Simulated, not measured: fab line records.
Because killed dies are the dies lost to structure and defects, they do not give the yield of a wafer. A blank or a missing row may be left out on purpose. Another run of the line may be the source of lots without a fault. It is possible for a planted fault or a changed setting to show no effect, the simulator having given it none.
Chamber matching	flow n5Finfet	4 sister chambers for N5_BEOL_M14_TRENCH_ETCH_34 on rieDiel-01
The step etches SiO2 in C4F8/O2/Ar, target depth 556.65 nm, time 126.9 s. 18 wafers are shown with their chamber, then 9 later ones without.

WAFERS WITH THEIR CHAMBER
wafer	chamber	rfVppV (V)	throttleValvePct (%)	showerheadPlenumPTorr (Torr)
L077.1	1	2240	30.95	3.48
L077.3	0	2251	30.68	3.45
L077.6	1	2240	30.94	3.48
L075.2	1	2240	30.97	3.48
L075.4	2	2244	31.09	3.54
L075.6	0	2251	30.68	3.45
L080.1	1	2241	30.95	3.47
L080.3	2	2244	31.08	3.53
L080.6	2	2245	31.08	3.53
L081.2	2	2245	31.08	3.53
L081.3	3	2270	30.94	3.54
L081.5	2	2243	31.08	3.53
L074.1	1	2240	30.95	3.47
L074.5	2	2243	31.07	3.53
L074.6	1	2241	30.97	3.47
L085.2	3	2268	30.92	3.54
L085.3	2	2243	31.08	3.53
L085.6	3	2269	30.95	3.54

SIGNATURES (averages over the wafers above)
reading	chamber 0	chamber 1	chamber 2	chamber 3	scatter within a chamber
rfVppV	2251.00	2240.33	2243.86	2269.00	0.765
throttleValvePct	30.6800	30.9550	31.0800	30.9367	0.0101
showerheadPlenumPTorr	3.4500	3.4750	3.5314	3.5400	0.0041
Rule: a wafer lies at a distance from a chamber equal to the root of the sum of squares, over the readings, of (its reading less the chamber's mean, divided by the reading's scatter). If the next closest chamber is less than 2 further off than the closest, the wafer can't be placed; otherwise it belongs to the closest. The scatter: the root of (the sum of the squares of (reading less its chamber's mean) over the shown wafers, divided by (wafers less chambers)).

WAFERS WITH NO CHAMBER GIVEN
wafer	rfVppV (V)	throttleValvePct (%)	showerheadPlenumPTorr (Torr)
L088.2	2249	30.71	3.44
L088.3	2243	31.09	3.52
L088.5	2249	30.70	3.44
L091.3	2249	30.70	3.43
L091.5	2238	30.98	3.46
L091.6	2242	31.11	3.52
L093.1	2238	31.01	3.46
L093.2	2249	30.71	3.43
L093.4	2237	31.00	3.46

THE CHAMBER EACH PASSED THROUGH
wafer	from the rows above	in truth
L088.2	0	0
L088.3	2	2
L088.5	0	0
L091.3	0	0
L091.5	1	1
L091.6	2	2
L093.1	1	1
L093.2	0	0
L093.4	1	1
Placed correctly: 9 of 9. Not placeable from these rows: 0. Placed wrongly: 0.
